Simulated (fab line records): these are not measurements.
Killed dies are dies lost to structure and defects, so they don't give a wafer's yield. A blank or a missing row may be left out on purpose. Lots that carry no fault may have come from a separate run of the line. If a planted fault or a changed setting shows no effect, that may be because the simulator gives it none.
fab line records	flow n5-finfet
record lots=6	wafers=18	last-day=17
route steps=1938 shown BEOL_M0_SAQP@693 BEOL_M0_CUTY@701
lots untouched by any fault: they come from a run of this same line in which no faults occurred
start-h: hours from the record's first day to the start of the lot's first wafer shown	wait-h: hours elapsed since this lot's preceding step	" same as the row above	L1.1+2: one row covering several wafers at once	- value missing, or start not given	* or withheld: withheld	< > ~ a bound
route shown NAME@n: NAME is a module with steps in the file, n the number in the route of the first one	usual: mean and standard deviation over wafers with no fault	same: alike in all rows	chamber/n: place in a boat	sites: the reading at each site	_std_site: standard deviation of those values	_edge_site: inner sites' mean taken away from outer sites' mean	radius-mm: for every site, how far away it sits from the centre of the wafer	mask NAME#n: copy n	behind: tool/chamber where the wafer was last shaped	hold: why the lot was held/for how many hours/how that ended	device: which transistor (n, p or np) failed to switch	end of line: tests run on the same wafers once the route is complete	a step given without rows: its recipe and nothing more	killed: at the first sort, the dies lost to defects and structure; wafer yield is something else	map: dies across one wafer; x = killed, . = not, _ = none there
set.NAME: the setting as run; set.NAME@STEP: as run at that earlier step	model.NAME: the simulator's own value behind a step, which no gauge read
lots seen at some steps along the route; tables by step, rows by wafer
services: when a tool's chamber went out of use (start-h, in hours from the record's first day, below 0 if earlier), for how many hours, and the reason
## steps
# step N5_BEOL_M0_SAQP_ETCH_88
# recipe chemistry=N2/H2	target=underlayer	target-depth-a=65	time-s=5.2	ion-energy-ev=200	mask-material=CAR-EUV	pressure-mtorr=30	source-w=840	bias-w=150	n2-flow-sccm=200	h2-flow-sccm=200	ends=cleared
# usual drypump-motor-current-A=5.7/0.38	etch-rf-on-time-s=5.16/0.086	oes-product-au=0.68/0.066	rf-vpp-V=524.4/2	showerhead-plenum-p-Torr=2.55/0.05	throttle-valve-pct=17.8/0.33
lot.wafer	tool	chamber	start-h	wait-h	drypump-motor-current-A	etch-rf-on-time-s	oes-product-au	rf-hours-counter-h	rf-vpp-V	showerhead-plenum-p-Torr	throttle-valve-pct
L662.2	rie-diel-01	3	145.86	0.0	5.1	5.13	0.59	239	528.3	2.62	18.0
L662.3	"	0	"	"	5.6	5.17	0.66	126	526.0	2.56	17.9
L662.4	"	1	"	"	5.7	5.26	0.72	66	524.2	2.58	17.7
L664.1	rie-diel-03	3	157.83	0.0	6.3	5.20	0.77	29	523.3	2.60	17.7
L664.2	"	1	"	"	6.1	5.24	0.64	147	528.6	2.66	17.9
L664.3	"	2	"	"	5.5	5.07	0.64	139	525.7	2.55	17.9
L667.4	rie-diel-05	0	171.62	0.0	5.7	5.24	0.59	225	523.2	2.51	18.1
L667.5	"	0	"	"	5.7	5.27	0.59	-	523.0	2.51	18.2
L667.6	"	1	"	"	6.2	5.19	0.69	-	524.5	2.56	18.1
L668.1	rie-diel-05	2	184.97	0.0	5.0	5.08	0.76	27	528.2	2.59	17.2
L668.5	"	1	"	"	6.3	5.23	0.68	-	525.9	2.56	18.1
L668.6	"	2	"	"	5.0	5.05	0.76	-	525.8	2.59	17.2
L674.1	rie-diel-01	2	216.25	0.0	5.7	5.15	0.71	66	521.7	2.47	17.4
L674.3	"	3	"	"	5.1	5.18	0.83	8	525.8	2.61	17.5
L674.4	"	1	"	"	5.8	5.26	0.71	88	525.2	2.57	17.8
L676.1	rie-diel-05	2	237.58	0.0	5.0	5.01	0.75	41	523.5	2.58	17.2
L676.2	"	0	"	"	5.7	5.15	0.58	243	520.6	2.50	18.2
L676.5	"	0	"	"	5.7	5.13	0.59	-	523.8	2.50	18.2
# step N5_BEOL_M0_SAQP_ETCH_73
# recipe chemistry=CF4	target=SiARC	target-depth-a=195	mask-material=CAR-EUV	time-s=32.5	ion-energy-ev=80	pressure-mtorr=40	source-w=545	bias-w=36	Ar_flow_sccm=100	cf4-flow-sccm=100	ends=cleared
# usual cf4-flow-sccm=100.0/0.32	drypump-motor-current-A=5.7/0.38	etch-rf-on-time-s=32.2/0.54	oes-product-au=0.68/0.065	rf-vpp-V=184.2/1	showerhead-plenum-p-Torr=2.15/0.038	throttle-valve-pct=15.6/0.33
lot.wafer	tool	chamber	start-h	wait-h	cf4-flow-sccm	drypump-motor-current-A	etch-rf-on-time-s	oes-product-au	rf-hours-counter-h	rf-vpp-V	showerhead-plenum-p-Torr	throttle-valve-pct
L662.2	rie-diel-01	3	145.88	0.0	100.3	5.1	32.1	0.59	239	184.2	2.19	15.7
L662.3	"	0	"	"	100.0	5.6	32.1	0.66	126	184.3	2.15	15.6
L662.4	"	1	"	"	100.1	5.7	32.4	0.73	66	184.4	2.17	15.5
L664.1	rie-diel-03	3	157.85	0.0	100.0	6.2	32.7	0.77	29	185.0	2.18	15.4
L664.2	"	1	"	"	100.1	6.1	33.8	0.63	147	186.2	2.23	15.6
L664.3	"	2	"	"	99.2	5.5	32.4	0.64	139	184.5	2.15	15.6
L667.4	rie-diel-05	0	171.64	0.0	100.4	5.7	32.3	0.60	225	186.2	2.12	16.0
L667.5	"	0	"	"	100.1	5.7	32.4	0.60	-	184.0	2.12	16.0
L667.6	"	1	"	"	100.3	6.2	32.7	0.69	-	184.9	2.16	15.9
L668.1	rie-diel-05	2	184.99	0.0	99.9	5.0	31.1	0.77	27	185.2	2.18	15.0
L668.5	"	1	"	"	100.5	6.2	32.6	0.68	-	185.8	2.16	15.9
L668.6	"	2	"	"	99.8	5.0	31.2	0.78	-	184.2	2.18	15.0
L674.1	rie-diel-01	2	216.26	0.0	99.9	5.7	32.0	0.72	66	182.9	2.09	15.3
L674.3	"	3	"	"	100.2	5.1	31.5	0.84	8	185.4	2.19	15.3
L674.4	"	1	"	"	99.9	5.8	32.5	0.71	88	184.3	2.17	15.6
L676.1	rie-diel-05	2	237.60	0.0	100.3	5.0	31.3	0.75	41	184.1	2.18	15.0
L676.2	"	0	"	"	100.1	5.7	32.2	0.59	243	184.7	2.11	16.0
L676.5	"	0	"	"	100.0	5.7	32.5	0.59	-	183.3	2.11	16.0
# step N5_BEOL_M0_SAQP_CUT_ETCH_46
# recipe chemistry=N2/H2	target=SOC	target-depth-a=1350	overetch-a=270	temp-c=40	time-s=202.5	ion-energy-ev=200	mask-material=SiARC	pressure-mtorr=30	source-w=840	bias-w=150	n2-flow-sccm=200	h2-flow-sccm=200
# usual drypump-motor-current-A=5.7/0.38	rf-vpp-V=524.0/1.6	showerhead-plenum-p-Torr=2.55/0.05	throttle-valve-pct=17.8/0.33
lot.wafer	tool	chamber	start-h	wait-h	drypump-motor-current-A	rf-hours-counter-h	rf-vpp-V	showerhead-plenum-p-Torr	throttle-valve-pct
L662.2	rie-diel-01	3	145.91	0.0	5.2	239	524.3	2.62	17.9
L662.3	"	0	"	"	5.6	126	523.8	2.56	17.8
L662.4	"	1	"	"	5.7	66	523.2	2.58	17.7
L664.1	rie-diel-03	3	157.88	0.0	6.3	29	525.6	2.60	17.6
L664.2	"	1	"	"	6.2	147	526.4	2.66	17.8
L664.3	"	2	"	"	5.5	139	523.5	2.55	17.8
L667.4	rie-diel-05	0	171.67	0.0	5.7	225	522.4	2.51	18.1
L667.5	"	0	"	"	5.7	-	521.9	2.51	18.1
L667.6	"	1	"	"	6.2	-	523.9	2.56	18.1
L668.1	rie-diel-05	2	185.02	0.0	5.0	27	526.3	2.59	17.1
L668.5	"	1	"	"	6.2	-	524.1	2.56	18.1
L668.6	"	2	"	"	5.0	-	525.5	2.59	17.1
L674.1	rie-diel-01	2	216.30	0.0	5.7	66	522.0	2.47	17.4
L674.3	"	3	"	"	5.2	8	526.3	2.61	17.5
L674.4	"	1	"	"	5.7	88	525.1	2.57	17.7
L676.1	rie-diel-05	2	237.63	0.0	5.0	41	526.2	2.58	17.2
L676.2	"	0	"	"	5.7	243	521.8	2.50	18.2
L676.5	"	0	"	"	5.7	-	522.2	2.50	18.1
# step N5_BEOL_M0_SAQP_STRIP_74
# recipe chemistry=N2/H2	temp-c=40	n2-flow-sccm=200	h2-flow-sccm=200	rf-frequency-hz=6e+07
# step N5_BEOL_M0_SAQP_STRIP_89
# recipe chemistry=N2/H2	temp-c=40	n2-flow-sccm=200	h2-flow-sccm=200	rf-frequency-hz=6e+07
# step N5_BEOL_M0_SAQP_ALD_48
# recipe material=SiO2	target-thk-a=200	temp-c=100	ald-precursor-family=BDEAS	ald-co-reactant=O2-plasma	pulse-time-s=1	co-reactant-pulse-time-s=1	purge-time-s=2	co-reactant-purge-time-s=2	ald-cycles=139	pressure-torr=2
# usual chamber-pressure-Torr=2.000/0.0044	heater-power-w=79/7.7	precursor-pulse-height-rel=0.999/0.02
lot.wafer	tool	chamber	start-h	wait-h	chamber-pressure-Torr	heater-power-w	precursor-pulse-height-rel
L662.2	ald-sin-04	0	146.28	0.2	2.007	70	0.978
L662.3	"	2	"	"	1.999	83	1.023
L662.4	"	3	"	"	1.999	82	1.024
L664.1	ald-sin-01	3	158.08	0.0	1.999	85	1.015
L664.2	"	1	"	"	2.010	67	0.960
L664.3	"	0	"	"	2.001	83	1.061
L667.4	ald-sin-04	0	172.12	0.3	2.003	68	0.999
L667.5	"	2	"	"	2.000	84	1.004
L667.6	"	1	"	"	2.004	90	1.024
L668.1	ald-sin-02	1	185.22	0.0	1.997	81	0.975
L668.5	"	2	"	"	2.001	79	1.012
L668.6	"	1	"	"	2.002	79	0.999
L674.1	ald-sin-01	2	216.50	0.0	2.002	79	0.978
L674.3	"	1	"	"	2.001	62	1.036
L674.4	"	3	"	"	1.999	84	1.005
L676.1	ald-sin-01	2	237.83	0.0	1.996	80	0.998
L676.2	"	3	"	"	2.007	83	0.966
L676.5	"	1	"	"	1.999	65	0.956
# step N5_BEOL_M0_SAQP_ETCH_49
# recipe chemistry=CF4/O2	target-depth-a=370	target=SiO2	pressure-mtorr=40	source-w=535	bias-w=49	Ar_flow_sccm=100	cf4-flow-sccm=100	O2_flow_sccm=10	ion-energy-ev=100
# usual cf4-flow-sccm=100.01/0.29	drypump-motor-current-A=5.8/0.4	oes-product-au=0.79/0.071	rf-vpp-V=240.1/2.6	showerhead-plenum-p-Torr=2.22/0.043	throttle-valve-pct=15.9/0.31
lot.wafer	tool	chamber	start-h	wait-h	cf4-flow-sccm	drypump-motor-current-A	oes-product-au	rf-hours-counter-h	rf-vpp-V	showerhead-plenum-p-Torr	throttle-valve-pct
L662.2	rie-diel-01	3	146.81	0.3	100.55	5.1	0.69	240	240.4	2.26	15.9
L662.3	"	1	"	"	99.48	5.7	0.86	66	245.3	2.24	15.7
L662.4	"	0	"	"	100.60	5.6	0.77	126	240.1	2.21	15.8
L664.1	rie-diel-05	1	158.79	0.5	100.11	6.2	0.81	91	240.7	2.23	16.1
L664.2	"	0	"	"	100.23	5.7	0.69	223	237.6	2.18	16.2
L664.3	"	2	"	"	100.05	5.0	0.91	19	234.2	2.25	15.2
L667.4	rie-diel-01	1	172.40	0.0	99.89	5.7	0.84	74	245.1	2.24	15.7
L667.5	"	1	"	"	100.22	5.7	0.85	-	245.1	2.24	15.8
L667.6	"	2	"	"	99.79	5.7	0.86	-	243.6	2.15	15.5
L668.1	rie-diel-03	3	185.75	0.3	100.01	6.2	0.89	37	240.5	2.24	15.6
L668.5	"	2	"	"	99.88	5.5	0.73	-	239.8	2.21	15.8
L668.6	"	3	"	"	99.68	6.3	0.89	-	238.8	2.24	15.6
L674.1	rie-diel-05	0	217.24	0.5	100.23	5.7	0.70	238	239.2	2.17	16.2
L674.3	"	3	"	"	100.24	5.4	0.73	183	239.0	2.20	16.4
L674.4	"	2	"	"	99.76	5.0	0.89	35	236.0	2.24	15.3
L676.1	rie-diel-03	2	238.44	0.4	99.91	5.4	0.73	162	240.4	2.20	15.9
L676.2	"	0	"	"	99.86	6.1	0.78	139	239.3	2.13	15.6
L676.5	"	2	"	"	99.74	5.5	0.72	-	241.9	2.20	15.8
# step N5_BEOL_M0_SAQP_STRIP_75
# recipe chemistry=CF4	resist=SiARC	power-w=300	bias-power-w=75	pressure-mtorr=50	cf4-flow-sccm=150	rf-frequency-hz=6e+07
# step N5_BEOL_M0_CUTY_COAT_50
# recipe resist=SiARC	temp-c=220	time-s=60	spin-rpm=1500	resist-thk-nm=15
# step N5_BEOL_M0_CUTY_COAT_51
# recipe resist=CAR-ArF-block	spin-rpm=1500	resist-thk-nm=150
# step N5_BEOL_M0_CUTY_EBR_52
# recipe solvent=PGMEA	ebr-width-mm=1.5
# step N5_BEOL_M0_CUTY_SOFTBAKE_53
# recipe temp-c=110	time-s=60	resist=CAR-ArF-block
# step N5_BEOL_M0_CUTY_EXPOSE_54
# recipe mask-id=M0_ABLK	na=1.35	source-shape=conventional	sigma-outer=0.8	polarization=unpolarized	dose-mj=36
# usual exposure-dose-mJ-cm2=36.04/0.13	focus-offset-nm=0.0/0.53	stage-vel-mm-s=500.01/0.26
lot.wafer	tool	chamber	start-h	wait-h	mask	exposure-dose-mJ-cm2	focus-offset-nm	stage-vel-mm-s
L662.2	arfi-scanner-01	0	147.18	-	M0_ABLK#0	36.00	0.4	499.91
L662.3	"	0	"	"	M0_ABLK#0	36.03	-0.1	499.95
L662.4	"	0	"	"	M0_ABLK#0	36.01	-0.5	500.19
L664.1	arfi-scanner-02	0	159.16	-	M0_ABLK#0	35.89	-0.8	499.62
L664.2	"	0	"	"	M0_ABLK#0	35.88	-0.5	499.43
L664.3	"	0	"	"	M0_ABLK#0	35.96	-0.3	499.89
L667.4	arfi-scanner-02	-	172.78	-	M0_ABLK#0	-	-	-
L667.5	"	-	"	"	M0_ABLK#0	-	-	-
L667.6	"	-	"	"	M0_ABLK#0	-	-	-
L668.1	arfi-scanner-02	-	185.99	-	M0_ABLK#0	-	-	-
L668.5	"	-	"	"	M0_ABLK#0	-	-	-
L668.6	"	-	"	"	M0_ABLK#0	-	-	-
L674.1	arfi-scanner-03	0	217.61	-	M0_ABLK#0	36.25	0.2	500.07
L674.3	"	0	"	"	M0_ABLK#0	36.25	1.1	499.85
L674.4	"	0	"	"	M0_ABLK#0	36.32	0.5	500.17
L676.1	arfi-scanner-01	0	238.81	-	M0_ABLK#0	36.04	-0.2	500.25
L676.2	"	0	"	"	M0_ABLK#0	36.04	-0.6	500.04
L676.5	"	0	"	"	M0_ABLK#0	36.03	-1.2	500.02
# step N5_BEOL_M0_CUTY_PEB_55
# recipe peb-temp-c=110	peb-time-s=60	resist=CAR-ArF-block
## services
tool	chamber	start-h	hours	kind
ald-sin-02	3	122.06	3.6	repair
arfi-scanner-02	-	123.22	1.0	pm
rie-diel-01	0	123.95	6.4	repair
arfi-scanner-03	-	124.19	0.8	pm
ald-sin-02	-	134.01	14.6	pm
ald-sin-02	-	148.61	6.1	pm
arfi-scanner-01	-	149.09	1.0	pm
arfi-scanner-01	-	156.04	3.9	pm
arfi-scanner-01	-	160.05	1.3	pm
arfi-scanner-02	-	168.42	1.3	pm
arfi-scanner-03	-	172.39	7.4	repair
rie-diel-01	3	177.08	-	clean
rie-diel-01	3	177.08	-	consumable-replace:focus-ring
rie-diel-01	3	177.08	12.5	scheduled-down
rie-diel-01	3	177.08	12.5	vent-cycle
ald-sin-01	-	178.65	14.0	pm
ald-sin-01	0	178.65	14.0	vent-cycle
ald-sin-04	0	179.12	45.6	repair
arfi-scanner-03	-	185.99	4.8	pm
arfi-scanner-01	-	200.56	0.4	repair
ald-sin-01	-	208.46	4.3	pm
arfi-scanner-03	-	224.10	1.0	pm
ald-sin-02	0	232.86	3.7	repair
rie-diel-01	-	232.90	2.8	pm
## key
first-sign step=N5_BEOL_M0_CUTY_EXPOSE_54	reading=tool-record	direction=missing
effect none on later readings
met-at N5_BEOL_M0_CUTY_EXPOSE_54
struck-wafers L667.4,L667.5,L667.6,L668.1,L668.5,L668.6
later-rows-left-out L667.4,L667.5,L667.6,L668.1,L668.5,L668.6
sort-left-out L667.4,L667.5,L667.6,L668.1,L668.5,L668.6
onset-between 159.16 172.78
fault kind=skipped-step-whole	tool=arfi-scanner-02	chamber=-	onset-h=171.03	steps=N5_BEOL_M0_CUTY_EXPOSE_54	scope=struck-lots-only
# sort-left-out: the simulated sort isn't trusted on such a fault, so these wafers' sort isn't shown, and their yield isn't known
# later-rows-left-out: the simulator's readings of these wafers behind a module that went badly wrong aren't trusted and aren't shown, but for the sort
